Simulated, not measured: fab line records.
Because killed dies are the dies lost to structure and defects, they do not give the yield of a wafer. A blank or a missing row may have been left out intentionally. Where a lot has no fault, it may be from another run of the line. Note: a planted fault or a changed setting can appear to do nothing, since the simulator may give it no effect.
Struck lot and sound lot, side by side	flow n5 finfet	13 steps out of a route of 1938
Sound: the wafers L913.1, L913.3, L913.4. Wafers struck: L904.1, L904.5, L904.6. The cause comes at the end.
Per side, at each step with rows, come the tool, then ch with its chambers, and then its first start. Under that, the readings that differ: sound wafers	struck wafers	difference of the means	sigmas: that difference in standard deviations of wafers without a fault.
alike: same words and numbers on both sides, and readings whose means sit less than 2 such deviations apart. not compared: any withheld reading, any reading some wafer has no value for, any bound like >300 that may hide the same value, and any number with overlapping values for which the record gives no deviation.
The two part at a step that has a row with sigmas, a row that says differs or no value, or rows on one side only. Numbers that have no deviation but don't overlap get no sigmas and don't part them. Lack of a reading on every wafer of one side parts them only where that side has two or more wafers.

first, 9 steps without rows for these wafers: N5_BEOL_M0_SAQP_EXPOSE_37 (exposes mask M0 CUT1, target cd 30 nm); N5_BEOL_M0_SAQP_PEB_38 (peb time 60 s); N5_BEOL_M0_SAQP_DEVELOP_39 (develop time 30 s); N5_BEOL_M0_SAQP_DESCUM_45 (chemistry O2, time 7 s); N5_BEOL_M0_SAQP_ETCH_88 (etches underlayer in N2/H2, target depth 6.5 nm, time 5.2 s); N5_BEOL_M0_SAQP_ETCH_73 (etches SiARC in CF4, target depth 19.5 nm, time 32.5 s); N5_BEOL_M0_SAQP_CUT_ETCH_46 (etches SOC in N2/H2, target depth 135 nm, overetch 27 nm, time 202.5 s); N5_BEOL_M0_SAQP_STRIP_74 (strips in N2/H2); N5_BEOL_M0_SAQP_STRIP_89 (strips in N2/H2).
N5_BEOL_M0_SAQP_ALD_48: deposits SiO2, target thk 20 nm, pulse time 1 s, co reactant pulse time 1 s.
  sound on ald sin-04 ch 0,1,3, day 10 15:33; struck on ald sin-02 ch 0,3, day 8 18:52
  no value came back on the struck wafers for any of 5 readings (ald cycles, chamber pressure Torr (Torr) and others); on the sound wafers ald cycles reads 139 139 139
then, 1 step without rows for these wafers: N5_BEOL_M0_SAQP_ETCH_49 (etches SiO2 in CF4/O2, target depth 37 nm).
N5_BEOL_M4_RC_MEAS_101:
  the record has rows for the sound wafers here (prober-02 ch 0, day 12 21:16) and none for the struck ones
-- the record jumps here: 7 days lie between the struck wafers' starts before and after (it left off in module BEOL_M4 and takes up again in module PASSIVATION, whose first step shown is number 1936 of the route) --
N5_PASSIVATION_PROBE_49:
  struck on prober-01, day 15 22:32; sound on prober-01, day 17 10:42
reading	sound	struck	difference	sigmas
defect limited yield (%)	93.7 93.3 90.6	0 0 0	-93	-62
killed_at_M0_to_M3	19 20 36	1158 1165 1169	+1139	+95
killed at contacts	11 13 27	5 2 0	-15	-2
killed at front end	34 24 37	11 7 9	-23	-2
killed dies	74 79 111	1180 1180 1180	+1092	+64
killed on rim	9 16 19	152 152 152	+137	+33
killed open	56 55 79	21 16 9	-48	-4
killed short	16 23 28	7 1 5	-18	-2
sort_bin_5_function (%)	3.3 3.7 5.7	72.5 72.6 72.8	+68.4	+68
sort n pass	1106 1101 1069	0 0 0	-1092	-64
sort yield pct (%)	93.7 93.3 90.6	0 0 0	-93	-62
  alike: killed_at_M4_up, killed at other, sort_bin_6_memory

== WHERE THEY PART ==
At N5_BEOL_M0_SAQP_ALD_48 first; at N5_PASSIVATION_PROBE_49 last (within this record only).

WHY: the cause the simulator had injected
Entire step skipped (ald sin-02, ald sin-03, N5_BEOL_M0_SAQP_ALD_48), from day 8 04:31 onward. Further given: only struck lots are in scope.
